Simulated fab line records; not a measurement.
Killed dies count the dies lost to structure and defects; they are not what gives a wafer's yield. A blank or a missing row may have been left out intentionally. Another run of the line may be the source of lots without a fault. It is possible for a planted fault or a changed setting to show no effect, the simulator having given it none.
The tool behind it: which one? + flow n5-finfet + 24 lots, 72 wafers sampled, at 2 steps of a route of 1938

== WHAT THE GAUGES READ, wafer by wafer ==
N5_MOL_CONTACT_COAG_INSPECT_57: inspects for defects (brightfield). Usual: raw-defect-count 209, standard deviation 51.
| lot  | measured     | on                | raw-defect-count | flag |
|------|--------------|-------------------|------------------|------|
| L074 | day 5 08:49  | defect-inspect-02 | 302 197 232      |      |
| L075 | day 5 12:31  | defect-inspect-02 | 242 267 208      |      |
| L076 | day 5 17:10  | defect-inspect-01 | 190 226 265      |      |
| L077 | day 6 02:02  | defect-inspect-01 | 192 146 259      |      |
| L078 | day 6 06:29  | defect-inspect-02 | 296 185 306      |      |
| L079 | day 6 10:29  | defect-inspect-01 | 179 198 178      |      |
| L080 | day 6 13:20  | defect-inspect-02 | 147 153 102      |      |
| L081 | day 6 21:53  | defect-inspect-02 | 223 177 237      |      |
| L082 | day 7 04:44  | defect-inspect-01 | 241 205 158      |      |
| L083 | day 7 12:58  | defect-inspect-01 | 220 293 257      |      |
| L084 | day 7 13:30  | defect-inspect-01 | 159 198 193      |      |
| L085 | day 8 04:22  | defect-inspect-02 | 345 271 280      |      |
| L086 | day 8 07:07  | defect-inspect-01 | 274 261 273      |      |
| L087 | day 8 11:59  | defect-inspect-01 | 204 219 218      |      |
| L088 | day 8 17:38  | defect-inspect-02 | 196 167 181      |      |
| L089 | day 8 20:22  | defect-inspect-02 | 150 185 265      |      |
| L090 | day 9 03:04  | defect-inspect-02 | 169 184 179      |      |
| L091 | day 9 06:11  | defect-inspect-02 | 193 273 255      |      |
| L092 | day 9 20:00  | defect-inspect-01 | 188 152 189      |      |
| L093 | day 9 22:37  | defect-inspect-02 | 209 187 262      |      |
| L094 | day 10 03:15 | defect-inspect-01 | 201 220 249      |      |
| L095 | day 10 15:53 | defect-inspect-01 | 134 215 173      |      |
| L096 | day 10 18:57 | defect-inspect-01 | 178 256 170      |      |
| L097 | day 10 19:26 | defect-inspect-01 | 179 169 205      |      |

== WHICH TOOL RAN EACH LOT (tool, then ch and the chambers of the sampled wafers, then the start) ==
| lot  | N5_MOL_CONTACT_COAG_PRE_CLEAN_141 |
|------|-----------------------------------|
| L074 | pvd-sputter-01, day 5 01:39       |
| L075 | pvd-sputter-03, day 5 05:22       |
| L076 | pvd-sputter-03, day 5 10:55       |
| L077 | pvd-sputter-01, day 5 18:17       |
| L078 | pvd-sputter-01, day 5 23:10       |
| L079 | pvd-sputter-01, day 6 02:07       |
| L080 | pvd-sputter-03, day 6 06:59       |
| L081 | pvd-sputter-01, day 6 15:35       |
| L082 | pvd-sputter-03, day 6 21:28       |
| L083 | pvd-sputter-03, day 7 05:14       |
| L084 | pvd-sputter-01, day 7 06:20       |
| L085 | pvd-sputter-03, day 7 20:59       |
| L086 | pvd-sputter-03, day 8 00:59       |
| L087 | pvd-sputter-02, day 8 05:38       |
| L088 | pvd-sputter-01, day 8 08:15       |
| L089 | pvd-sputter-03, day 8 12:30       |
| L090 | pvd-sputter-02, day 8 18:49       |
| L091 | pvd-sputter-01, day 8 23:58       |
| L092 | pvd-sputter-01, day 9 11:37       |
| L093 | pvd-sputter-02, day 9 15:10       |
| L094 | pvd-sputter-02, day 9 20:46       |
| L095 | pvd-sputter-03, day 10 08:29      |
| L096 | pvd-sputter-02, day 10 11:14      |
| L097 | pvd-sputter-03, day 10 12:07      |
- N5_MOL_CONTACT_COAG_PRE_CLEAN_141: time 60 s.

== WHAT THE TOOLS THEMSELVES READ (means of the sampled wafers that have a number; where no wafer has one, the mark that the record gives instead) ==
N5_MOL_CONTACT_COAG_PRE_CLEAN_141. Usual: heater-power-w 457 W, standard deviation 45.
| lot  | tool           | heater-power-w (W) | flag |
|------|----------------|--------------------|------|
| L074 | pvd-sputter-01 | 439                |      |
| L075 | pvd-sputter-03 | 491                |      |
| L076 | pvd-sputter-03 | 463                |      |
| L077 | pvd-sputter-01 | 407                |      |
| L078 | pvd-sputter-01 | 398                |      |
| L079 | pvd-sputter-01 | 440                |      |
| L080 | pvd-sputter-03 | 466                |      |
| L081 | pvd-sputter-01 | 413                |      |
| L082 | pvd-sputter-03 | 464                |      |
| L083 | pvd-sputter-03 | 464                |      |
| L084 | pvd-sputter-01 | 411                |      |
| L085 | pvd-sputter-03 | 446                |      |
| L086 | pvd-sputter-03 | 484                |      |
| L087 | pvd-sputter-02 | 484                |      |
| L088 | pvd-sputter-01 | 441                |      |
| L089 | pvd-sputter-03 | 463                |      |
| L090 | pvd-sputter-02 | 470                |      |
| L091 | pvd-sputter-01 | 441                |      |
| L092 | pvd-sputter-01 | 431                |      |
| L093 | pvd-sputter-02 | 526                |      |
| L094 | pvd-sputter-02 | 481                |      |
| L095 | pvd-sputter-03 | 484                |      |
| L096 | pvd-sputter-02 | 527                |      |
| L097 | pvd-sputter-03 | 491                |      |

== THE ANSWER, worked out from the rows above alone ==
Rule: take the mean of a lot's wafers that have a number; if it is more than 3 standard deviations from the usual mean, the lot is off. A lot without any number at a reading at which 4 lots or more have one is off too. Any other lot the step has rows for is counted as sound. First the gauges in route order, then the tools' own readings, where a lot's mean is used as printed above. At the first step where some lot is off, the reading lying furthest off is the one used; lots without a number count as furthest.
Across all readings shown, no lot is off: no conclusion can be drawn from this.

== WHAT THE SIMULATOR HAD PUT IN ==
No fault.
